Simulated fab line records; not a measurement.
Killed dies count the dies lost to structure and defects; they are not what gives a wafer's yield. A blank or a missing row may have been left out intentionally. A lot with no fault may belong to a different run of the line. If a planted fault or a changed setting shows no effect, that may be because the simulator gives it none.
fab line records	flow nandHarc
record lots=13	wafers=39	lastDay=34
route steps=1302 shown A_STAIRCASE@653
lots with no fault: from the same line, run without faults
startH: the number of hours between the record's first day and the start of the first shown wafer of the lot	waitH: hours since the lot's step before	" identical to the entry in the row above	L1.1+2: a row that stands for several wafers	- no value present, or no start provided	* or withheld: withheld	< > ~ a bound
route shown NAME@n: NAME is a module with steps in the file, n the number in the route of the first one	usual: mean/standard deviation of fault-free wafers	same: alike in all rows	chamber/n: place in a boat	sites: per-site readings	_std_site: their standard deviation	_edge_site: inner sites' mean taken away from outer sites' mean	radiusMm: for every site, how far away it sits from the centre of the wafer	mask NAME#n: copy n	behind: tool/chamber where the wafer was last shaped	hold: why the lot was held/for how many hours/how that ended	device: the transistor (n, p or np) that didn't switch	end of line: tests of these same wafers at the route's end	where a step has no rows: the recipe by itself	killed: dies that structure and defects cost at the first sort, which is not the same as the wafer's yield	map: a wafer's dies, marking killed ones x, the rest . and places with no die _
set.NAME: the run value of the setting; set.NAME@STEP: its run value at that earlier step	model.NAME: the simulator's own value behind a step, which no gauge read
route steps across a sampled set of lots; one table per step, one row per wafer
services: a tool's chamber out of use, with start hour (startH, from the record's first day; less than 0 if before it), hours out, and reason
## steps
# step NHARC_A_STAIRCASE_STRIP_171
# recipe powerW=1500	tempC=250	chemistry=O2
# usual drypumpMotorCurrentA=5.7/0.37	heaterPowerW=324/35
lot.wafer	tool	chamber	startH	waitH	drypumpMotorCurrentA	heaterPowerW	rfHoursCounterH
L867.2	plasmaAsher-02	0	350.55	-	6.0	305	23
L867.4	"	1	"	"	5.3	289	-
L867.5	"	0	"	"	6.0	318	-
L869.2	plasmaAsher-02	0	373.30	-	6.0	314	25
L869.1	"	1	"	"	5.3	283	25
L869.3	"	1	"	"	5.3	292	-
L872.2	plasmaAsher-01	0	405.89	-	5.4	373	13
L872.1	"	1	"	"	6.1	355	13
L872.4	"	0	"	"	5.4	377	-
L878.4	plasmaAsher-01	0	452.43	-	5.3	384	-
L878.3	"	1	"	"	6.1	341	-
L878.5	"	1	"	"	6.1	352	-
L882.2	plasmaAsher-02	1	505.26	-	5.3	297	12
L882.3	"	0	"	"	5.9	317	-
L882.4	"	1	"	"	5.3	288	-
L881.1	plasmaAsher-02	0	505.50	-	6.0	325	12
L881.3	"	0	"	"	6.0	314	-
L881.4	"	1	"	"	5.2	289	-
L884.2	plasmaAsher-02	1	521.87	-	5.3	291	17
L884.4	"	0	"	"	6.0	322	-
L884.5	"	1	"	"	5.3	290	-
L885.2	plasmaAsher-02	0	537.14	-	6.0	316	21
L885.1	"	1	"	"	5.3	286	21
L885.4	"	1	"	"	5.3	287	-
L886.3	plasmaAsher-02	1	541.35	-	5.3	277	-
L886.4	"	0	"	"	6.0	312	-
L886.5	"	1	"	"	5.3	288	-
L887.1	plasmaAsher-01	0	547.74	-	5.3	411	4
L887.3	"	1	"	"	6.1	354	-
L887.4	"	0	"	"	5.3	396	-
L889.2	plasmaAsher-02	1	567.26	-	5.2	286	28
L889.1	"	0	"	"	6.0	319	28
L889.5	"	1	"	"	5.3	291	-
L888.4	plasmaAsher-01	0	572.04	-	5.3	403	-
L888.6	"	1	"	"	6.1	357	-
L888.5	"	0	"	"	5.3	403	-
L890.2	plasmaAsher-01	1	593.38	-	6.1	356	9
L890.4	"	0	"	"	5.4	397	-
L890.6	"	1	"	"	6.1	351	-
# step NHARC_A_STAIRCASE_ETCH_13
# recipe targetDepthA=1000	timeS=40.5	ionEnergyEv=400	c4f8FlowSccm=20	o2FlowSccm=10	arFlowSccm=withheld	rfW=600	biasW=1000	chemistry=C4F8/O2
# usual oesProductAu=0.945/0.015	rfVppV=897/5.6	runLengthS=61.8/0.35
lot.wafer	tool	chamber	startH	waitH	oesProductAu	rfHoursCounterH	rfVppV	runLengthS
L867.2	rieDiel-05	0	352.44	-	0.935	41	898	61.7
L867.5	"	0	"	"	0.934	-	898	61.9
L867.4	"	1	"	"	0.952	-	890	61.6
L869.1	rieDiel-05	2	375.08	-	0.954	53	894	61.7
L869.2	"	3	"	"	0.932	46	891	62.3
L869.3	"	0	"	"	0.949	48	899	61.6
L872.1	rieDiel-12	0	407.83	-	0.921	44	903	61.9
L872.2	"	1	"	"	0.943	46	904	61.9
L872.4	"	2	"	"	0.939	42	898	61.4
L878.4	rieDiel-05	1	454.11	-	0.925	15	890	61.7
L878.3	"	3	"	"	0.938	15	889	52.7
L878.5	"	1	"	"	0.917	-	889	61.6
L882.3	rieDiel-09	0	506.97	-	0.947	0	890	61.3
L882.2	"	1	"	"	0.932	0	900	61.8
L882.4	"	2	"	"	0.935	0	905	61.1
L881.1	rieDiel-09	3	507.82	-	0.924	1	896	62.7
L881.3	"	1	"	"	0.932	1	904	61.7
L881.4	"	2	"	"	0.921	1	906	61.1
L884.2	rieDiel-12	2	523.69	-	0.939	20	898	61.4
L884.4	"	3	"	"	0.950	22	889	62.0
L884.5	"	1	"	"	0.946	-	905	62.0
L885.4	rieDiel-05	2	538.77	-	0.970	35	893	61.6
L885.2	"	3	"	"	0.947	41	891	62.1
L885.1	"	0	"	"	0.954	46	897	61.8
L886.3	rieDiel-09	2	543.15	-	0.942	19	903	61.5
L886.5	"	2	"	"	0.947	-	903	61.5
L886.4	"	1	"	"	0.933	-	901	61.7
L887.3	rieDiel-12	3	549.37	-	0.949	30	890	62.2
L887.1	"	2	"	"	0.942	28	896	61.6
L887.4	"	2	"	"	0.950	-	898	61.5
L889.1	rieDiel-09	0	569.04	-	0.952	25	889	61.5
L889.2	"	1	"	"	0.948	27	900	61.7
L889.5	"	2	"	"	0.947	-	903	61.5
L888.4	rieDiel-05	1	573.68	-	0.919	54	889	61.6
L888.6	"	2	"	"	0.959	-	894	61.7
L888.5	"	3	"	"	0.964	-	890	61.7
L890.4	rieDiel-05	3	595.18	-	0.951	0	889	62.0
L890.2	"	0	"	"	0.961	0	897	61.5
L890.6	"	3	"	"	0.957	-	891	62.2
# step NHARC_A_STAIRCASE_TRIM_18
# recipe timeS=211.2	o2FlowSccm=500	arFlowSccm=0	biasW=0	chemistry=O2
# usual drypumpMotorCurrentA=5.7/0.48	oesProductAu=1.004/0.013	rfVppV=57.9/0.99	showerheadPlenumPTorr=3.56/0.16	throttleValvePct=17.037/0.0087
lot.wafer	tool	chamber	startH	waitH	drypumpMotorCurrentA	oesProductAu	rfHoursCounterH	rfVppV	showerheadPlenumPTorr	throttleValvePct
L867.2	rieDiel-05	0	-	-	5.4	1.010	41	58.8	3.59	17.039
L867.5	"	2	"	"	6.8	1.003	-	56.4	3.49	17.037
L867.4	"	0	"	"	5.4	1.005	-	57.1	3.59	17.042
L869.3	rieDiel-05	0	-	-	5.4	1.004	49	57.5	3.59	17.042
L869.2	"	1	"	"	5.3	1.011	49	57.1	3.39	17.037
L869.1	"	3	"	"	5.3	0.978	46	57.7	3.39	17.041
L872.2	rieDiel-12	1	-	-	5.2	1.023	47	57.4	3.78	17.055
L872.1	"	3	"	"	5.1	1.014	34	57.9	3.36	17.041
L872.4	"	0	"	"	6.1	1.005	45	57.5	3.73	17.041
L878.4	rieDiel-05	3	-	-	5.3	0.990	16	58.7	3.38	17.024
L878.3	"	2	"	"	6.7	1.009	11	57.4	3.48	17.036
L878.5	"	0	"	"	5.4	1.020	-	58.2	3.57	17.028
L882.2	rieDiel-09	3	-	-	5.8	0.986	1	57.3	3.54	17.055
L882.4	"	1	"	"	6.2	0.992	1	58.6	3.71	17.021
L882.3	"	2	"	"	6.1	0.998	1	58.9	3.74	17.030
L881.4	rieDiel-09	2	-	-	6.1	0.992	2	58.3	3.74	17.035
L881.3	"	3	"	"	5.8	0.991	2	58.0	3.54	17.023
L881.1	"	1	"	"	6.3	0.990	1	59.7	3.71	17.034
L884.2	rieDiel-12	2	-	-	5.6	1.005	20	59.0	3.58	17.040
L884.4	"	3	"	"	5.1	1.005	22	58.0	3.34	17.029
L884.5	"	2	"	"	5.7	1.008	-	56.8	3.58	17.032
L885.1	rieDiel-05	2	-	-	6.7	1.019	36	58.3	3.46	17.028
L885.4	"	3	"	"	5.2	0.980	42	57.1	3.37	17.041
L885.2	"	0	"	"	5.4	1.014	47	57.4	3.56	17.036
L886.3	rieDiel-09	0	-	-	6.0	1.013	18	55.7	3.34	17.029
L886.4	"	0	"	"	6.0	1.017	-	56.7	3.34	17.038
L886.5	"	1	"	"	6.2	0.991	-	58.0	3.70	17.040
L887.3	rieDiel-12	3	-	-	5.1	1.005	30	56.6	3.34	17.030
L887.1	"	1	"	"	5.1	1.017	28	58.6	3.76	17.025
L887.4	"	3	"	"	5.1	1.007	-	56.0	3.34	17.030
L889.2	rieDiel-09	3	-	-	5.7	0.984	22	57.5	3.53	17.037
L889.1	"	1	"	"	6.2	0.986	27	58.5	3.69	17.040
L889.5	"	2	"	"	6.1	1.001	-	58.7	3.73	17.053
L888.4	rieDiel-05	0	-	-	5.4	1.009	55	58.9	3.55	17.041
L888.5	"	3	"	"	5.2	1.009	-	56.7	3.36	17.042
L888.6	"	0	"	"	5.4	1.013	-	57.4	3.55	17.032
L890.4	rieDiel-05	0	-	-	5.4	1.005	1	58.6	3.55	17.051
L890.2	"	2	"	"	6.7	0.991	1	58.5	3.45	17.021
L890.6	"	0	"	"	5.4	1.009	-	59.0	3.55	17.036
# step NHARC_A_STAIRCASE_TRIM_22
# recipe timeS=211.2	o2FlowSccm=500	arFlowSccm=0	biasW=0	chemistry=O2
# usual drypumpMotorCurrentA=5.7/0.47	oesProductAu=1.005/0.012	rfVppV=57.8/0.84	showerheadPlenumPTorr=3.57/0.16	throttleValvePct=17.036/0.0084
lot.wafer	tool	chamber	startH	waitH	drypumpMotorCurrentA	oesProductAu	rfHoursCounterH	rfVppV	showerheadPlenumPTorr	throttleValvePct
L867.2	rieDiel-12	0	-	-	6.1	0.993	27	57.5	3.74	17.027
L867.5	"	1	"	"	5.2	1.026	-	57.8	3.79	17.036
L867.4	"	2	"	"	5.6	1.015	-	57.8	3.61	17.028
L869.1	rieDiel-12	0	-	-	6.1	0.995	35	58.2	3.73	17.032
L869.2	"	1	"	"	5.2	1.013	37	59.0	3.79	17.034
L869.3	"	2	"	"	5.6	1.014	34	57.7	3.60	17.034
L872.4	rieDiel-09	0	-	-	6.0	1.013	26	58.1	3.37	17.034
L872.1	"	1	"	"	6.2	1.011	31	58.2	3.73	17.043
L872.2	"	3	"	"	5.8	1.006	27	55.6	3.56	17.038
L878.4	rieDiel-09	0	-	-	6.0	1.009	48	57.9	3.36	17.042
L878.3	"	3	"	"	5.8	1.010	47	58.3	3.55	17.037
L878.5	"	0	"	"	6.0	1.006	-	57.0	3.36	17.044
L882.2	rieDiel-05	1	-	-	5.3	0.995	35	58.9	3.36	17.021
L882.3	"	2	"	"	6.8	1.022	25	56.6	3.47	17.037
L882.4	"	3	"	"	5.3	0.993	30	57.2	3.37	17.028
L881.4	rieDiel-09	1	-	-	6.2	0.992	1	56.9	3.71	17.040
L881.3	"	2	"	"	6.1	1.003	2	59.8	3.74	17.021
L881.1	"	3	"	"	5.8	0.986	2	59.1	3.54	17.041
L884.2	rieDiel-12	3	-	-	5.1	1.016	23	56.8	3.34	17.031
L884.4	"	0	"	"	6.0	1.006	19	57.4	3.71	17.026
L884.5	"	2	"	"	5.7	1.005	-	55.9	3.58	17.032
L885.2	rieDiel-09	1	-	-	6.2	0.990	20	57.5	3.70	17.039
L885.1	"	3	"	"	5.8	0.985	16	56.2	3.53	17.040
L885.4	"	0	"	"	6.0	1.013	17	56.9	3.34	17.031
L886.3	rieDiel-12	1	544.51	-	5.2	1.019	25	57.3	3.76	17.052
L886.5	"	3	"	"	5.1	1.002	-	57.6	3.34	17.021
L886.4	"	1	"	"	5.2	1.017	-	58.1	3.76	17.026
L887.3	rieDiel-12	3	-	-	5.1	1.015	30	56.1	3.34	17.028
L887.1	"	2	"	"	5.6	1.006	28	57.8	3.57	17.044
L887.4	"	3	"	"	5.1	1.011	-	57.7	3.34	17.026
L889.2	rieDiel-09	1	-	-	6.2	1.000	28	58.9	3.69	17.023
L889.1	"	3	"	"	5.8	0.987	22	56.8	3.53	17.041
L889.5	"	2	"	"	6.1	1.000	-	58.3	3.73	17.041
L888.4	rieDiel-12	1	-	-	5.2	1.005	34	58.3	3.75	17.044
L888.6	"	1	"	"	5.2	1.012	-	57.7	3.75	17.025
L888.5	"	2	"	"	5.7	1.006	-	58.5	3.57	17.045
L890.2	rieDiel-09	3	-	-	5.8	0.976	35	57.0	3.52	17.036
L890.4	"	0	"	"	6.0	1.010	38	57.5	3.33	17.031
L890.6	"	1	"	"	6.2	0.988	-	58.0	3.69	17.043
## services
tool	chamber	startH	hours	kind
rieDiel-09	0	329.12	-	clean
rieDiel-09	1	329.12	-	clean
rieDiel-12	3	338.90	21.6	repair
plasmaAsher-01	-	342.11	9.0	pm
rieDiel-05	3	343.92	16.0	repair
plasmaAsher-02	-	363.25	6.3	repair
rieDiel-09	3	369.41	2.4	repair
plasmaAsher-02	-	396.78	1.3	repair
rieDiel-05	-	406.60	9.0	pm
plasmaAsher-02	-	426.24	9.0	pm
rieDiel-09	2	436.62	4.4	repair
rieDiel-12	-	446.93	9.0	pm
rieDiel-12	0	476.15	8.5	repair
plasmaAsher-02	-	494.51	6.6	repair
rieDiel-09	-	497.12	9.0	pm
plasmaAsher-01	-	519.19	9.0	pm
rieDiel-05	1	526.54	6.4	repair
plasmaAsher-01	-	538.97	2.6	repair
rieDiel-05	-	541.85	0.6	repair
rieDiel-09	3	542.58	2.1	repair
rieDiel-05	-	544.38	0.7	repair
rieDiel-12	-	551.43	0.1	repair
plasmaAsher-01	-	572.59	17.6	repair
rieDiel-05	-	583.60	9.0	pm
## key
firstSign step=NHARC_A_STAIRCASE_ETCH_13	reading=runLengthS	direction=down	sigmas=26	usual=*	struck=*
effect none on later readings
metAt NHARC_A_STAIRCASE_ETCH_13
struckLots L878
struckWafers L878.3
sortLeftOut L878.3
testerLeftOut L878
notActingAt NHARC_A_STAIRCASE_STRIP_171,NHARC_A_STAIRCASE_TRIM_18,NHARC_A_STAIRCASE_TRIM_22
onsetBetween 375.08 454.11
fault kind=processParameterDrift	tool=rieDiel-05	chamber=3	onsetH=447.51	steps=NHARC_A_STAIRCASE_ETCH_13	channel=timeS	offset=*	shape=step	endH=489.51	actsIn=*	stated=*
# testerLeftOut: of these lots the tester's yield and bins aren't shown, on N5 and GAA mostly nor the transistor test; their killed dies are dies lost to structure and defects alone, not to doping, threshold or leakage, so they don't give the yield
# sortLeftOut: the simulated sort isn't trusted on such a fault, so these wafers' sort isn't shown, and their yield isn't known
